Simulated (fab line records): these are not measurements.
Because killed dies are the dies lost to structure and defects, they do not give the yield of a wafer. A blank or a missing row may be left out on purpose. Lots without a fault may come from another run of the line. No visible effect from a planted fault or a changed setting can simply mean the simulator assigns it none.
Which of the tools did it? ; flow n5Finfet ; Sampling: 10 lots, 30 wafers, 6 of 1938 route steps

== WHAT THE GAUGES SHOWED, per wafer ==
N5_ZERO_LAYER_INSPECT_20: inspects for defects (darkfield). Usual: rawDefectCount 32, standard deviation 16.
lot;measured;on;rawDefectCount;flag
L726;day 1 19:15;defectInspect-01;22 63 24;
L727;day 2 01:18;defectInspect-02;49 60 33;
L730;day 2 19:35;defectInspect-01;89 39 33;
L734;day 3 19:23;defectInspect-02;78 68 41;
L736;day 4 07:15;defectInspect-01;13 18 6;
L737;day 4 13:15;defectInspect-01;31 21 48;
L741;day 5 13:21;defectInspect-01;29 27 28;
L745;day 6 13:23;defectInspect-02;32 26 18;
L747;day 7 01:25;defectInspect-01;15 36 17;
L748;day 7 07:24;defectInspect-01;12 22 16;

N5_WELL_APT_OVL_MEAS_09. Usual: for NWELL_OVL the level is 4 nm and the standard deviation is 5.
lot;measured;on;NWELL_OVL (nm);flag
L726;day 1 19:43;overlay-01;7 13 14;
L727;day 2 01:38;overlay-02;6 7 6;
L730;day 2 20:02;overlay-02;2 2 8;
L734;day 3 19:51;overlay-02;-2 4 2;
L736;day 4 07:35;overlay-01;38 36 31;OFF
L737;day 4 13:35;overlay-01;29 33 31;OFF
L741;day 5 13:49;overlay-02;8 8 6;
L745;day 6 13:50;overlay-02;6 10 10;
L747;day 7 01:45;overlay-02;6 5 9;
L748;day 7 07:44;overlay-01;6 -2 -2;

N5_PMOS_HMC_CHANNEL_EPI_INSPECT_11: inspects for defects (macro). Usual: rawDefectCount 2.0, standard deviation 1.4.
lot;measured;on;rawDefectCount;flag
L726;day 1 23:22;defectInspect-01;3 1 0;
L727;day 2 05:05;defectInspect-01;2 3 3;
L730;day 2 23:22;defectInspect-01;4 0 4;
L734;day 3 23:30;defectInspect-01;5 0 3;
L736;day 4 12:02;defectInspect-01;1 1 1;
L737;day 4 17:30;defectInspect-01;0 5 2;
L741;day 5 17:07;defectInspect-01;3 0 1;
L745;day 6 17:35;defectInspect-02;4 3 1;
L747;day 7 05:19;defectInspect-01;2 1 2;
L748;day 7 11:32;defectInspect-02;1 4 1;

N5_BEOL_M4_RC_MEAS_101. Usual: DIBL_N 36.3 mV/V, standard deviation 1.6; DIBL_P 36.4 mV/V, standard deviation 2.1; IOFF_N 0.16 nA/um, standard deviation 0.032; IOFF_P 0.22 nA/um, standard deviation 0.044; ION_N 675 uA/um, standard deviation 12; ION_P 463 uA/um, standard deviation 8.3; SS_N 71.6 mV/dec, standard deviation 0.64; SS_P 73.3 mV/dec, standard deviation 0.67; VT_N 250 mV, standard deviation 3.3; VT_P -250 mV, standard deviation 3.7.
lot;measured;on;DIBL_N (mV/V);DIBL_P (mV/V);IOFF_N (nA/um);IOFF_P (nA/um);ION_N (uA/um);ION_P (uA/um);SS_N (mV/dec);SS_P (mV/dec);VT_N (mV);VT_P (mV);flag
L726;day 10 11:23;prober-01;33.7 33.8 35.0;33.5 33.5 35.4;0.13 0.12 0.15;0.19 0.19 0.22;671 659 664;471 464 463;71.2 71.0 71.5;72.6 73.0 72.8;252 254 250;-249 -249 -251;
L727;day 9 17:16;prober-01;37.6 35.8 35.0;38.7 35.3 35.0;0.17 0.13 0.12;0.21 0.16 0.16;675 672 666;462 452 455;72.0 71.6 70.9;73.9 72.1 72.7;248 252 252;-250 -256 -255;
L730;day 10 16:30;prober-02;36.3 35.1 37.4;35.5 33.6 36.4;0.15 0.13 0.18;0.19 0.17 0.21;674 667 694;463 462 471;70.6 70.5 71.2;73.7 73.0 72.5;251 250 246;-251 -252 -254;
L734;day 11 17:00;prober-02;35.4 37.9 36.7;35.7 38.7 37.3;0.15 0.21 0.18;0.18 0.23 0.20;665 697 674;457 468 454;71.2 71.7 71.2;72.8 74.1 73.0;251 246 249;-254 -250 -251;
L736;day 12 23:00;prober-02;33.7 38.6 35.6;32.9 38.7 35.8;0.13 0.22 0.17;0.20 0.29 0.26;674 694 696;469 472 479;71.2 72.7 71.5;71.8 74.4 73.3;250 243 249;-247 -245 -244;
L737;day 12 15:33;prober-01;37.1 36.7 35.6;37.6 35.7 34.2;0.17 0.15 0.13;0.23 0.19 0.18;692 681 670;464 456 453;72.2 71.4 71.1;73.9 72.4 72.9;248 250 251;-250 -252 -253;
L741;day 13 21:56;prober-02;36.4 34.7 35.0;36.7 33.9 33.9;0.16 0.13 0.14;0.23 0.19 0.20;685 669 676;475 460 463;71.0 70.9 71.5;73.9 72.7 72.5;249 251 251;-249 -249 -248;
L745;day 14 09:46;prober-01;34.4 35.5 38.4;34.3 36.6 40.4;0.15 0.17 0.24;0.21 0.25 0.32;678 699 690;465 479 468;71.0 72.3 72.9;72.0 73.0 74.0;246 247 243;-247 -246 -243;
L747;day 15 18:29;prober-02;35.4 34.7 40.7;36.1 35.6 41.8;0.13 0.13 0.24;0.16 0.16 0.26;665 662 697;456 456 463;71.8 71.1 73.0;72.6 73.2 74.2;254 252 245;-253 -256 -247;
L748;day 16 21:25;prober-01;35.7 37.1 35.8;34.9 36.6 35.0;0.15 0.17 0.15;0.21 0.23 0.21;665 670 680;459 462 463;71.9 72.6 72.4;72.9 73.0 72.9;250 248 253;-250 -248 -251;

== EACH LOT AND THE TOOL THAT RAN IT (in order: tool; ch and the chambers of the sampled wafers; start) ==
lot;N5_ZERO_LAYER_ETCH_18;N5_WELL_APT_EXPOSE_05
L726;rieSi-02 ch 0,3, day 1 18:47;krfScanner-02 ch 0, day 1 19:31
L727;rieSi-01 ch 0,2,3, day 2 00:50;krfScanner-02 ch 0, day 2 01:27
L730;rieSi-02 ch 0,1,3, day 2 19:01;krfScanner-02 ch 0, day 2 19:51
L734;rieSi-02 ch 0,3, day 3 18:55;krfScanner-01 ch 0, day 3 19:39
L736;rieSi-06 ch 0,2,3, day 4 06:47;krfScanner-02 ch 0, day 4 07:23
L737;rieSi-06 ch 0,2,3, day 4 12:47;krfScanner-02 ch 0, day 4 13:23
L741;rieSi-02 ch 1,2, day 5 12:53;krfScanner-01 ch 0, day 5 13:37
L745;rieSi-06 ch 1,2,3, day 6 12:55;krfScanner-01 ch 0, day 6 13:39
L747;rieSi-02 ch 0,1,2, day 7 00:56;krfScanner-01 ch 0, day 7 01:33
L748;rieSi-01 ch 2,3, day 7 06:55;krfScanner-01 ch 0, day 7 07:32
- N5_ZERO_LAYER_ETCH_18: etches Si in HBr/Cl2, target depth 120 nm, time 40 s.
- N5_WELL_APT_EXPOSE_05: exposes mask NWELL, defocus 0 nm, target cd 200 nm.

== WHAT THE TOOLS THEMSELVES READ (means of the sampled wafers that have a number; where no wafer has one, the mark that the record gives instead) ==
N5_ZERO_LAYER_ETCH_18. Usual: HBr_flow_sccm 150.0 sccm, standard deviation 0.45; drypumpMotorCurrentA 5.6 A, standard deviation 0.37; oesProductAu 0.997 a.u., standard deviation 0.013; throttleValvePct 36.3 %, standard deviation 0.37.
lot;tool;HBr_flow_sccm (sccm);drypumpMotorCurrentA (A);oesProductAu (a.u.);throttleValvePct (%);flag
L726;rieSi-02;150.4;5.6;1.008;36.2;
L727;rieSi-01;150.0;5.5;0.989;36.2;
L730;rieSi-02;149.6;5.6;0.995;36.2;
L734;rieSi-02;149.9;5.6;1.009;36.4;
L736;rieSi-06;150.1;5.9;1.003;36.2;
L737;rieSi-06;149.7;5.9;1.000;36.2;
L741;rieSi-02;150.1;5.5;0.984;36.2;
L745;rieSi-06;150.2;5.7;0.998;36.3;
L747;rieSi-02;150.4;5.6;0.992;36.2;
L748;rieSi-01;149.8;5.0;0.998;36.3;

== THE ANSWER, worked out from the rows above alone ==
Rule: a lot is off if the mean of its wafers that have a number lies more than 3 standard deviations from the usual mean. A lot without any number at a reading at which 4 lots or more have one is off too. Where the step has rows for the other lots, those lots are counted as sound. After the gauges, taken in route order, come the tools' own readings; for these a lot's mean is taken, as printed above. The first step at which some lot is off is used, and at that step the reading that is off furthest; a lot without a number counts as furthest.
Off: L736, L737, seen at N5_WELL_APT_OVL_MEAS_09 (NWELL_OVL).
A tool fits if, at a process step before that reading, it ran every lot that is off, and no sound lot after the first of them. Gauges at N5_WELL_APT_OVL_MEAS_09: tried the same way as those tools. One fits: N5_WELL_APT_EXPOSE_05 on krfScanner-02. Its last sound lot is L730 (day 2 19:51), its first lot that is off L736 (day 4 07:23): a fault that began between those two fits.

== WHAT THE SIMULATOR HAD PUT IN ==
Scanner matching overlay: krfScanner-02, from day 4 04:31 on, at N5_WELL_APT_EXPOSE_05. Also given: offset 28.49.
Lots struck among those shown: L736, L737. The rule given above showed the same thing.
